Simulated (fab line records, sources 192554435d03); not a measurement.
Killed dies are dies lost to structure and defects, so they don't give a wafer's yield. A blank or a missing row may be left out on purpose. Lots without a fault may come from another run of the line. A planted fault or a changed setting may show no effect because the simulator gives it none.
Chamber matching | flow n5_finfet | N5_HKMG_FIN_ALD_21 on ald_metal-04: 4 sister chambers
The step deposits TiN, target thk 1.5 nm, pulse time 1 s, purge time 3 s. 20 wafers are shown with their chamber, then 10 later ones without.

WAFERS WITH THEIR CHAMBER
wafer  | chamber | heater_power_w (W) | susceptor_temp_C (C) | precursor_pulse_height_rel
L076.1 | 3       | 926                | 400.19               | 1.006
L076.3 | 1       | 914                | 399.80               | 1.034
L076.6 | 1       | 922                | 399.85               | 1.012
L078.2 | 3       | 919                | 399.84               | 1.031
L078.4 | 0       | 835                | 400.14               | 1.021
L078.5 | 0       | 835                | 400.04               | 0.990
L083.1 | 1       | 937                | 399.97               | 1.000
L083.5 | 1       | 940                | 400.18               | 0.986
L083.6 | 0       | 850                | 400.17               | 1.006
L084.2 | 2       | 888                | 400.34               | 1.003
L084.3 | 3       | 918                | 399.96               | 0.979
L084.5 | 3       | 922                | 399.66               | 0.996
L086.1 | 1       | 961                | 400.17               | 0.990
L086.3 | 2       | 876                | 400.14               | 0.996
L086.4 | 0       | 830                | 399.92               | 1.013
L087.2 | 0       | 837                | 400.11               | 1.002
L087.3 | 1       | 900                | 399.89               | 1.041
L087.5 | 3       | 932                | 399.97               | 1.009
L088.1 | 1       | 934                | 399.58               | 1.017
L088.4 | 2       | 872                | 399.97               | 1.003

SIGNATURES (means of the wafers above)
reading                    | chamber 0 | chamber 1 | chamber 2 | chamber 3 | scatter within a chamber
heater_power_w             | 837.40    | 929.71    | 878.67    | 923.40    | 13.3
susceptor_temp_C           | 400.0760  | 399.9200  | 400.1500  | 399.9240  | 0.182
precursor_pulse_height_rel | 1.00640   | 1.01143   | 1.00067   | 1.00420   | 0.0171
Rule: a wafer's distance from a chamber is the root of the sum, over the readings, of the square of ((its reading less the chamber's mean) divided by the reading's scatter). The wafer belongs to the nearest chamber; if the next one is less than 2 further off, it can't be placed. The scatter: the root of (the sum of the squares of (reading less its chamber's mean) over the shown wafers, divided by (wafers less chambers)).

WAFERS WITHOUT THEIR CHAMBER
wafer  | heater_power_w (W) | susceptor_temp_C (C) | precursor_pulse_height_rel
L088.5 | 927                | 399.81               | 0.958
L091.3 | 839                | 400.08               | 0.975
L091.4 | 872                | 399.78               | 1.016
L091.6 | 930                | 399.60               | 1.015
L094.1 | 853                | 400.05               | 1.003
L094.5 | 913                | 400.25               | 1.002
L094.6 | 876                | 400.13               | 1.006
L096.1 | 825                | 400.00               | 0.986
L096.5 | 899                | 399.66               | 0.997
L096.6 | 909                | 399.87               | 0.975

WHICH CHAMBER EACH WENT THROUGH
wafer  | from the rows above          | in truth
L088.5 | can't be placed: 3 or 1 or 2 | 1
L091.3 | can't be placed: 0 or 2      | 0
L091.4 | can't be placed: 2 or 0 or 3 | 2
L091.6 | can't be placed: 1 or 3      | 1
L094.1 | can't be placed: 0 or 2      | 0
L094.5 | can't be placed: 3 or 1 or 2 | 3
L094.6 | 2                            | 2
L096.1 | 0                            | 0
L096.5 | can't be placed: 3 or 1 or 2 | 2
L096.6 | can't be placed: 3 or 1 or 2 | 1
Placed correctly: 2 of 10. Can't be placed from these rows: 8 (the true chamber is among the candidates in 8). Placed wrongly: 0.
